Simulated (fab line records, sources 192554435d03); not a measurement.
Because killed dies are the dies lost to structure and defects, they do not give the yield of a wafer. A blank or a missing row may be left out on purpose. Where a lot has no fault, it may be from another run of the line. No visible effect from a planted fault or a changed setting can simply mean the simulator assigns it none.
Matching of chambers / flow n5_finfet / N5_BEOL_M4_ETCHBACK_99 on rie_diel-04: 4 sister chambers
The step etches SiO2 in CHF3, target depth 5 nm, time 10.4 s. 16 wafers are shown with their chamber, then 8 later ones without.

## WAFERS PAIRED WITH THEIR CHAMBERS
wafer=L074.2; chamber=3; throttle_valve_pct (%)=16.67; drypump_motor_current_A (A)=5.6; oes_product_au (a.u.)=0.98
wafer=L074.3; chamber=2; throttle_valve_pct (%)=17.20; drypump_motor_current_A (A)=5.9; oes_product_au (a.u.)=0.81
wafer=L074.4; chamber=0; throttle_valve_pct (%)=16.95; drypump_motor_current_A (A)=5.4; oes_product_au (a.u.)=0.87
wafer=L075.1; chamber=0; throttle_valve_pct (%)=16.96; drypump_motor_current_A (A)=5.5; oes_product_au (a.u.)=0.86
wafer=L075.4; chamber=3; throttle_valve_pct (%)=16.67; drypump_motor_current_A (A)=5.6; oes_product_au (a.u.)=0.97
wafer=L075.5; chamber=2; throttle_valve_pct (%)=17.20; drypump_motor_current_A (A)=5.9; oes_product_au (a.u.)=0.82
wafer=L077.2; chamber=1; throttle_valve_pct (%)=16.67; drypump_motor_current_A (A)=6.0; oes_product_au (a.u.)=0.86
wafer=L077.3; chamber=0; throttle_valve_pct (%)=16.95; drypump_motor_current_A (A)=5.5; oes_product_au (a.u.)=0.87
wafer=L077.4; chamber=2; throttle_valve_pct (%)=17.20; drypump_motor_current_A (A)=5.9; oes_product_au (a.u.)=0.81
wafer=L076.3; chamber=3; throttle_valve_pct (%)=16.67; drypump_motor_current_A (A)=5.6; oes_product_au (a.u.)=0.96
wafer=L076.5; chamber=0; throttle_valve_pct (%)=16.97; drypump_motor_current_A (A)=5.4; oes_product_au (a.u.)=0.86
wafer=L076.6; chamber=3; throttle_valve_pct (%)=16.65; drypump_motor_current_A (A)=5.6; oes_product_au (a.u.)=0.96
wafer=L082.1; chamber=2; throttle_valve_pct (%)=17.23; drypump_motor_current_A (A)=5.9; oes_product_au (a.u.)=0.81
wafer=L082.4; chamber=3; throttle_valve_pct (%)=16.70; drypump_motor_current_A (A)=5.6; oes_product_au (a.u.)=0.92
wafer=L082.6; chamber=2; throttle_valve_pct (%)=17.23; drypump_motor_current_A (A)=5.9; oes_product_au (a.u.)=0.80
wafer=L083.1; chamber=0; throttle_valve_pct (%)=16.98; drypump_motor_current_A (A)=5.4; oes_product_au (a.u.)=0.85

SIGNATURES (means of the wafers above)
reading=throttle_valve_pct; chamber 0=16.9620; chamber 1=16.6700; chamber 2=17.2120; chamber 3=16.6720; scatter within a chamber=0.0159
reading=drypump_motor_current_A; chamber 0=5.440; chamber 1=6.000; chamber 2=5.900; chamber 3=5.600; scatter within a chamber=0.0316
reading=oes_product_au; chamber 0=0.8620; chamber 1=0.8600; chamber 2=0.8100; chamber 3=0.9580; scatter within a chamber=0.0146
Rule: for a wafer and a chamber, the distance is found by dividing, reading by reading, the gap between the wafer's reading and the chamber's mean by the reading's scatter, squaring, summing and taking the root. If the next closest chamber is less than 2 further off than the closest, the wafer can't be placed; otherwise it belongs to the closest. How the scatter is found: for the shown wafers, subtract from each reading the mean of its chamber, square and add these, divide the total by (wafers less chambers), then take the root.

## WAFERS WITH NO CHAMBER GIVEN
wafer=L083.4; throttle_valve_pct (%)=16.69; drypump_motor_current_A (A)=5.6; oes_product_au (a.u.)=0.92
wafer=L083.5; throttle_valve_pct (%)=16.69; drypump_motor_current_A (A)=5.6; oes_product_au (a.u.)=0.91
wafer=L084.1; throttle_valve_pct (%)=16.71; drypump_motor_current_A (A)=5.6; oes_product_au (a.u.)=0.90
wafer=L084.2; throttle_valve_pct (%)=16.99; drypump_motor_current_A (A)=5.4; oes_product_au (a.u.)=0.84
wafer=L084.6; throttle_valve_pct (%)=16.71; drypump_motor_current_A (A)=6.0; oes_product_au (a.u.)=0.82
wafer=L091.1; throttle_valve_pct (%)=16.72; drypump_motor_current_A (A)=6.0; oes_product_au (a.u.)=0.81
wafer=L091.2; throttle_valve_pct (%)=16.73; drypump_motor_current_A (A)=5.6; oes_product_au (a.u.)=0.89
wafer=L091.3; throttle_valve_pct (%)=17.02; drypump_motor_current_A (A)=5.4; oes_product_au (a.u.)=0.83

## CHAMBER TAKEN BY EACH
wafer=L083.4; from the rows above=3; in truth=3
wafer=L083.5; from the rows above=3; in truth=3
wafer=L084.1; from the rows above=3; in truth=3
wafer=L084.2; from the rows above=0; in truth=0
wafer=L084.6; from the rows above=1; in truth=1
wafer=L091.1; from the rows above=1; in truth=1
wafer=L091.2; from the rows above=3; in truth=3
wafer=L091.3; from the rows above=0; in truth=0
8 of 8 placed correctly. Number that these rows cannot place: 0. Wrongly placed: 0.
